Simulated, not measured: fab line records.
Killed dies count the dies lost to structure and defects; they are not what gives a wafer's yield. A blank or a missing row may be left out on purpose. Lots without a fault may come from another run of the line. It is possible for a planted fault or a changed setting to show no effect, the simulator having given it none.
fab line records	flow nand-harc
record: lots: 5	wafers: 15	last-day: 24
route steps=1159 shown A_BONDPAD@1068
lots that met no fault: taken from a fault-free run of the same line
start-h: start of the lot's first displayed wafer, in hours after the record's first day	wait-h: time in hours since the lot's previous step	" the same as in the row above	L1.1+2: several wafers, shown together as one row	- no value present, or no start provided	* or withheld: withheld	< > ~ a bound
route shown NAME@n: names a module that has steps shown in the file, with the first one's number in the route	usual: the fault-free wafers' mean and standard deviation	same: alike in all rows	chamber/n: place in a boat	sites: per-site readings	_std_site: standard deviation of those values	_edge_site: inner sites' mean taken away from outer sites' mean	radius-mm: for every site, how far away it sits from the centre of the wafer	mask NAME#n: copy n	behind: the last tool/chamber to shape the wafer	hold: the reason the lot was held/the length of the hold in hours/how it ended	device: names the non-switching transistor (n, p or np)	end of line: the tests these same wafers got at the end of their route	step lacking rows: just its recipe	killed: count of dies lost to structure and defects at first sort (not the wafer's yield)	map: the dies of a wafer, with x for killed, . for not killed, _ for no die there
set.NAME: the run value of the setting; set.NAME@STEP: its run value at that earlier step	model.NAME: the simulator's own value behind a step, which no gauge read
certain route steps with their lots: each step a table, each wafer a row
services: from which hour (start-h, from the record's first day; less than 0 if before it) a tool's chamber was out of use, for how many hours, and why
== steps ==
step: NHARC_A_BONDPAD_EBR_05
step: NHARC_A_BONDPAD_EXPOSE_06
recipe: na: 0.55	dose-mj: 36.99	mask-id: A_BPAD
step: NHARC_A_BONDPAD_PEB_07
recipe: peb-temp-c: 128	peb-time-s: 80
step: NHARC_A_BONDPAD_DEVELOP_08
recipe: time-s: 50	dev-temp-c: 22
step: NHARC_A_BONDPAD_CD_MEAS_09
recipe: target-cd-nm: 500	landing-energy-ev: 500
usual: cd-nm: 499.9/2.3
lot.wafer	tool	chamber	start-h	wait-h	cd-nm
L356.1	cd-sem-03	0	415.31	-	497.0
L356.2	"	0	"	"	498.7
L356.5	"	0	"	"	496.7
L357.1	cd-sem-01	0	440.95	-	500.1
L357.4	"	0	"	"	503.4
L357.5	"	0	"	"	500.8
L360.2	cd-sem-02	0	459.32	-	498.6
L360.3	"	0	"	"	496.8
L360.6	"	0	"	"	496.8
L370.1	cd-sem-03	0	511.22	-	499.2
L370.3	"	0	"	"	503.0
L370.5	"	0	"	"	504.0
L374.3	cd-sem-02	0	545.12	-	495.9
L374.4	"	0	"	"	496.9
L374.6	"	0	"	"	500.1
step: NHARC_A_BONDPAD_OVL_MEAS_35
usual: overlay-x-nm: -1/5.4	overlay-y-nm: 1/6.9
lot.wafer	tool	chamber	start-h	wait-h	overlay-x-nm	overlay-y-nm
L356.1	overlay-02	-	415.40	-	8	-4
L356.2	"	-	"	"	9	-4
L356.5	"	-	"	"	9	-4
L357.1	overlay-01	-	441.04	-	-3	-2
L357.4	"	-	"	"	-3	-1
L357.5	"	-	"	"	-3	-1
L360.2	overlay-02	-	459.42	-	-1	2
L360.3	"	-	"	"	-1	2
L360.6	"	-	"	"	-1	2
L370.1	overlay-02	-	511.32	-	5	8
L370.3	"	-	"	"	6	8
L370.5	"	-	"	"	6	9
L374.3	overlay-02	-	545.20	-	-9	-4
L374.4	"	-	"	"	-9	-4
L374.6	"	-	"	"	-9	-3
step: NHARC_A_BONDPAD_HARDBAKE_10
recipe: temp-c: 118	time-s: 65
step: NHARC_A_BONDPAD_DESCUM_11
recipe: time-s: 3	o2-flow-sccm: 200	ar-flow-sccm: 0	bias-power-w: 0	chemistry: O2
usual: drypump-motor-current-A: 5.7/0.31	oes-product-au: 0.995/0.014	rf-vpp-V: 57.8/0.89	showerhead-plenum-p-Torr: 1.93/0.08	throttle-valve-pct: 11.310/0.0084
same: time-s: 3
lot.wafer	tool	chamber	start-h	wait-h	drypump-motor-current-A	oes-product-au	rf-hours-counter-h	rf-vpp-V	showerhead-plenum-p-Torr	throttle-valve-pct
L356.2	rie-diel-10	3	415.54	-	5.2	1.023	13	57.8	1.86	11.314
L356.1	"	0	"	"	5.7	1.011	12	57.9	1.88	11.315
L356.5	"	2	"	"	6.0	0.975	-	58.5	2.02	11.318
L357.1	rie-diel-07	0	441.17	-	5.9	1.011	1	58.8	1.97	11.299
L357.4	"	1	"	"	5.5	0.981	1	56.7	1.91	11.315
L357.5	"	0	"	"	5.9	1.010	-	59.0	1.97	11.304
L360.2	rie-diel-07	2	459.55	-	5.9	1.012	2	56.9	2.03	11.311
L360.3	"	3	"	"	5.4	0.984	1	56.8	1.85	11.320
L360.6	"	1	"	"	5.5	0.991	-	56.1	1.91	11.309
L370.1	rie-diel-07	2	511.44	-	6.0	1.004	4	58.2	2.02	11.317
L370.3	"	1	"	"	5.5	0.984	4	56.4	1.91	11.318
L370.5	"	3	"	"	5.4	0.993	-	56.4	1.85	11.300
L374.4	rie-diel-07	2	545.33	-	6.0	0.997	5	57.3	2.02	11.319
L374.3	"	0	"	"	5.9	1.004	5	57.9	1.97	11.313
L374.6	"	2	"	"	6.0	0.992	-	58.0	2.02	11.313
step: NHARC_A_BONDPAD_ETCH_34
recipe: target-depth-a: 600	overetch-a: 180	time-s: 65.91	ion-energy-ev: 200	n2-flow-sccm: 150	h2-flow-sccm: 150	ar-flow-sccm: 0	rf-w: 400	bias-w: 150	chemistry: N2/H2
usual: drypump-motor-current-A: 5.68/0.3	oes-product-au: 0.996/0.015	rf-vpp-V: 430.8/2.4	showerhead-plenum-p-Torr: 2.05/0.085	throttle-valve-pct: 14.171/0.0098
same: time-s: 65.91
lot.wafer	tool	chamber	start-h	wait-h	drypump-motor-current-A	oes-product-au	rf-hours-counter-h	rf-vpp-V	showerhead-plenum-p-Torr	throttle-valve-pct
L356.1	rie-diel-10	0	415.62	0.1	5.70	1.013	12	429.6	2.00	14.169
L356.2	"	1	"	"	5.35	1.025	12	425.0	1.88	14.181
L356.5	"	2	"	"	6.05	0.965	-	433.9	2.16	14.194
L357.4	rie-diel-07	1	441.26	0.1	5.54	0.991	1	432.9	2.04	14.170
L357.1	"	2	"	"	6.02	1.008	1	434.0	2.16	14.164
L357.5	"	3	"	"	5.48	0.989	-	429.1	1.97	14.170
L360.3	rie-diel-07	1	459.64	0.1	5.54	0.977	1	432.2	2.04	14.179
L360.2	"	2	"	"	6.00	1.004	2	433.4	2.16	14.178
L360.6	"	1	"	"	5.53	0.977	-	429.0	2.04	14.173
L370.1	rie-diel-07	1	511.52	0.1	5.54	0.987	4	431.8	2.04	14.171
L370.3	"	0	"	"	5.89	1.011	4	432.0	2.10	14.165
L370.5	"	1	"	"	5.52	0.986	-	429.0	2.04	14.173
L374.4	rie-diel-07	0	545.42	0.1	5.88	1.007	5	433.6	2.10	14.178
L374.3	"	2	"	"	5.99	0.985	5	433.9	2.16	14.182
L374.6	"	3	"	"	5.45	0.979	-	428.3	1.97	14.163
step: NHARC_A_BONDPAD_ETCH_12
recipe: target-depth-a: 2200	time-s: 110	chf3-flow-sccm: 50	o2-flow-sccm: 10	ar-flow-sccm: 200	rf-w: 500	bias-w: 200	chemistry: CHF3/O2
usual: drypump-motor-current-A: 5.68/0.29	oes-product-au: 0.944/0.025	rf-vpp-V: 370.9/2.2	showerhead-plenum-p-Torr: 2.41/0.094	throttle-valve-pct: 20.572/0.0091
same: time-s: 110
lot.wafer	tool	chamber	start-h	wait-h	drypump-motor-current-A	oes-product-au	rf-hours-counter-h	rf-vpp-V	showerhead-plenum-p-Torr	throttle-valve-pct
L356.1	rie-diel-10	2	-	-	6.05	0.898	13	374.3	2.53	20.557
L356.2	"	3	"	"	5.22	0.935	13	367.9	2.34	20.576
L356.5	"	2	"	"	6.05	0.898	-	372.3	2.53	20.567
L357.4	rie-diel-07	0	-	-	5.86	0.936	1	373.0	2.47	20.575
L357.1	"	3	"	"	5.46	0.912	1	370.2	2.33	20.579
L357.5	"	1	"	"	5.50	0.925	-	369.7	2.40	20.590
L360.3	rie-diel-07	3	-	-	5.42	0.958	1	369.9	2.33	20.572
L360.2	"	1	"	"	5.53	0.948	1	371.7	2.40	20.567
L360.6	"	3	"	"	5.42	0.964	-	370.1	2.33	20.590
L370.1	rie-diel-07	0	-	-	5.84	0.944	4	372.3	2.47	20.580
L370.3	"	1	"	"	5.52	0.915	4	369.7	2.40	20.571
L370.5	"	2	"	"	6.01	0.923	-	373.9	2.54	20.568
L374.4	rie-diel-07	1	-	-	5.54	0.914	5	369.6	2.40	20.550
L374.3	"	2	"	"	5.98	0.915	5	374.7	2.53	20.575
L374.6	"	1	"	"	5.53	0.904	-	369.9	2.40	20.565
step: NHARC_A_BONDPAD_CD_MEAS_13
usual: cd-nm: 499.4/2.4
lot.wafer	tool	chamber	start-h	wait-h	cd-nm
L356.1	cd-sem-01	-	415.84	-	498.6
L356.2	"	-	"	"	499.8
L356.5	"	-	"	"	497.9
L357.1	cd-sem-03	-	441.48	-	498.6
L357.4	"	-	"	"	504.9
L357.5	"	-	"	"	500.2
L360.2	cd-sem-02	-	459.86	-	497.2
L360.3	"	-	"	"	496.2
L360.6	"	-	"	"	497.3
L370.1	cd-sem-02	-	511.76	-	500.3
L370.3	"	-	"	"	502.1
L370.5	"	-	"	"	503.6
L374.3	cd-sem-02	-	545.65	-	494.6
L374.4	"	-	"	"	496.2
L374.6	"	-	"	"	499.1
step: NHARC_A_BONDPAD_STRIP_15
recipe: o2-flow-sccm: 500	ar-flow-sccm: 0	bias-w: 0	chemistry: O2
usual: drypump-motor-current-A: 5.7/0.36	oes-product-au: 0.995/0.015	rf-vpp-V: 57.9/0.95	showerhead-plenum-p-Torr: 3.54/0.15	throttle-valve-pct: 17.036/0.0098
lot.wafer	tool	chamber	start-h	wait-h	drypump-motor-current-A	oes-product-au	rf-hours-counter-h	rf-vpp-V	showerhead-plenum-p-Torr	throttle-valve-pct
L356.2	rie-diel-11	2	415.93	0.1	6.1	1.004	18	59.1	3.29	17.019
L356.1	"	0	"	"	6.8	0.989	15	59.2	3.77	17.028
L356.5	"	2	"	"	6.1	1.009	-	56.6	3.29	17.043
L357.1	rie-diel-07	0	441.58	0.1	5.8	1.024	1	57.3	3.62	17.045
L357.4	"	1	"	"	5.5	0.990	1	57.3	3.53	17.050
L357.5	"	3	"	"	5.5	0.985	-	57.6	3.42	17.036
L360.3	rie-diel-07	0	459.93	0.1	5.9	1.006	1	59.0	3.62	17.042
L360.2	"	2	"	"	6.0	1.006	2	59.1	3.72	17.034
L360.6	"	0	"	"	5.9	1.006	-	59.0	3.62	17.033
L370.3	rie-diel-10	0	511.83	0.1	5.7	1.011	35	57.8	3.46	17.037
L370.1	"	3	"	"	5.2	1.021	34	58.0	3.43	17.041
L370.5	"	0	"	"	5.7	1.006	-	55.2	3.46	17.033
L374.3	rie-diel-07	1	545.72	0.1	5.5	0.984	5	56.2	3.53	17.015
L374.4	"	3	"	"	5.4	0.983	5	56.9	3.42	17.047
L374.6	"	2	"	"	6.0	0.985	-	58.6	3.72	17.028
step: NHARC_A_BONDPAD_ETCH_24
recipe: target-depth-a: 300	over-etch-frac: 0.3	time-s: 72.99	ion-energy-ev: 150	cf4-flow-sccm: 50	n2-flow-sccm: 100	ar-flow-sccm: 150	rf-w: 300	bias-w: 100	chemistry: CF4/N2
usual: cf4-flow-sccm: 49.98/0.15	drypump-motor-current-A: 5.7/0.35	oes-product-au: 0.994/0.015	rf-vpp-V: 314.3/2	showerhead-plenum-p-Torr: 2.63/0.11	throttle-valve-pct: 19.793/0.0098
same: time-s: 72.99
lot.wafer	tool	chamber	start-h	wait-h	cf4-flow-sccm	drypump-motor-current-A	oes-product-au	rf-hours-counter-h	rf-vpp-V	showerhead-plenum-p-Torr	throttle-valve-pct
L356.2	rie-diel-11	3	416.07	-	50.15	5.3	0.981	16	311.7	2.47	19.777
L356.1	"	2	"	"	49.71	6.1	1.009	18	310.5	2.45	19.781
L356.5	"	3	"	"	49.95	5.3	0.978	-	311.2	2.47	19.812
L357.4	rie-diel-07	1	441.70	-	50.20	5.5	0.983	1	314.2	2.63	19.807
L357.1	"	2	"	"	50.16	6.0	1.005	1	316.7	2.77	19.789
L357.5	"	2	"	"	49.96	6.0	0.998	-	316.7	2.77	19.805
L360.3	rie-diel-07	1	460.08	-	49.84	5.5	0.988	2	315.2	2.63	19.783
L360.2	"	0	"	"	50.10	5.9	0.796	1	314.7	2.70	19.796
L360.6	"	2	"	"	50.18	6.0	0.996	-	317.2	2.77	19.784
L370.3	rie-diel-10	1	512.03	-	50.15	5.3	1.032	33	311.2	2.43	19.797
L370.1	"	3	"	"	49.80	5.2	1.013	34	314.9	2.55	19.787
L370.5	"	0	"	"	50.10	5.7	1.007	-	313.8	2.57	19.798
L374.3	rie-diel-07	3	545.87	-	49.95	5.4	0.984	5	312.7	2.55	19.788
L374.4	"	1	"	"	49.80	5.5	0.988	5	314.9	2.63	19.788
L374.6	"	3	"	"	49.98	5.4	0.988	-	313.9	2.55	19.795
step: NHARC_A_BONDPAD_STRIP_16
recipe: time-s: 600	temp-c: 30	chemistry: post-etch-residue-remover
== services ==
tool	chamber	start-h	hours	kind
rie-diel-07	3	403.06	4.8	repair
rie-diel-07	-	405.20	9.0	pm
rie-diel-07	0	405.20	9.0	vent-cycle
rie-diel-07	1	405.20	9.0	vent-cycle
rie-diel-07	2	405.20	9.0	vent-cycle
rie-diel-07	0	414.20	-	clean
rie-diel-07	1	414.20	-	clean
rie-diel-07	2	414.20	-	clean
rie-diel-07	3	414.20	-	clean
rie-diel-10	1	416.03	3.8	repair
rie-diel-11	0	416.98	5.5	repair
rie-diel-07	0	438.71	-	clean
rie-diel-07	1	438.71	-	clean
rie-diel-07	2	438.71	-	clean
rie-diel-07	3	438.71	-	clean
rie-diel-11	0	439.12	16.0	repair
rie-diel-07	0	463.21	-	clean
rie-diel-07	1	463.21	-	clean
rie-diel-07	2	463.21	-	clean
rie-diel-07	3	463.21	-	clean
rie-diel-07	0	487.71	-	clean
rie-diel-07	1	487.71	-	clean
rie-diel-10	-	530.50	9.0	pm
rie-diel-11	-	545.23	9.0	pm
== key ==
first-sign: step: NHARC_A_BONDPAD_ETCH_24	reading: oes-product-au	direction: down	sigmas: 13	usual: 0.994	struck: 0.796
effect none on later readings
met-at NHARC_A_BONDPAD_ETCH_24
struck-wafers L360.2
later-rows-left-out L360.2
sort-left-out L360.2
fault: kind: process-parameter-drift	tool: rie-diel-07	chamber: 0	onset-h: 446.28	steps: NHARC_A_BONDPAD_ETCH_24	channel: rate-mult	offset: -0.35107	shape: step	end-h: 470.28
sort-left-out: the simulated sort isn't trusted on such a fault, so these wafers' sort isn't shown, and their yield isn't known
later-rows-left-out: the simulator's readings of these wafers behind a module that went badly wrong aren't trusted and aren't shown, but for the sort
